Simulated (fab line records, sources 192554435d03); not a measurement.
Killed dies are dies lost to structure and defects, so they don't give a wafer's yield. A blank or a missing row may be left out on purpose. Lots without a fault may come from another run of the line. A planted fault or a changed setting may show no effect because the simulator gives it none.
Chamber matching | flow n5_finfet | N5_BEOL_M9_VIA_ETCH_34 on rie_diel-03: 4 sister chambers
The step etches SiCOH lowk in C4F6/O2, target depth 182.4 nm, time 68.4 s. 8 wafers are shown with their chamber, then 8 later ones without.

WAFERS WITH THEIR CHAMBER
wafer  | chamber | drypump_motor_current_A (A) | showerhead_plenum_p_Torr (Torr)
L080.5 | 0       | 5.2                         | 3.04
L081.1 | 3       | 4.8                         | 2.76
L081.3 | 1       | 5.9                         | 2.88
L081.5 | 2       | 5.4                         | 2.97
L082.1 | 0       | 5.2                         | 3.03
L082.4 | 3       | 4.7                         | 2.76
L082.5 | 2       | 5.4                         | 2.97
L092.2 | 1       | 5.9                         | 2.88

WAFERS WITHOUT THEIR CHAMBER
wafer  | drypump_motor_current_A (A) | showerhead_plenum_p_Torr (Torr)
L092.3 | 5.4                         | 2.97
L092.5 | 5.2                         | 3.03
L095.3 | 5.9                         | 2.88
L095.4 | 5.4                         | 2.97
L095.5 | 5.4                         | 2.97
L096.3 | 4.7                         | 2.75
L096.4 | 5.4                         | 2.96
L096.5 | 5.2                         | 3.02

WHICH CHAMBER EACH WENT THROUGH
wafer  | from the rows above | in truth
L092.3 | 2                   | 2
L092.5 | 0                   | 0
L095.3 | 1                   | 1
L095.4 | 2                   | 2
L095.5 | 2                   | 2
L096.3 | 3                   | 3
L096.4 | 2                   | 2
L096.5 | 0                   | 0
Placed correctly: 8 of 8. Can't be placed from these rows: 0. Placed wrongly: 0.
How it was worked out, from the rows above alone: a wafer's distance from a chamber is the root of the sum, over the readings, of the square of ((its reading less the chamber's mean) divided by the reading's scatter). The wafer belongs to the nearest chamber; if the next one is less than 2 further off, it can't be placed. A chamber's mean is the mean of its shown wafers. The scatter: the root of (the sum of the squares of (reading less its chamber's mean) over the shown wafers, divided by (wafers less chambers)).
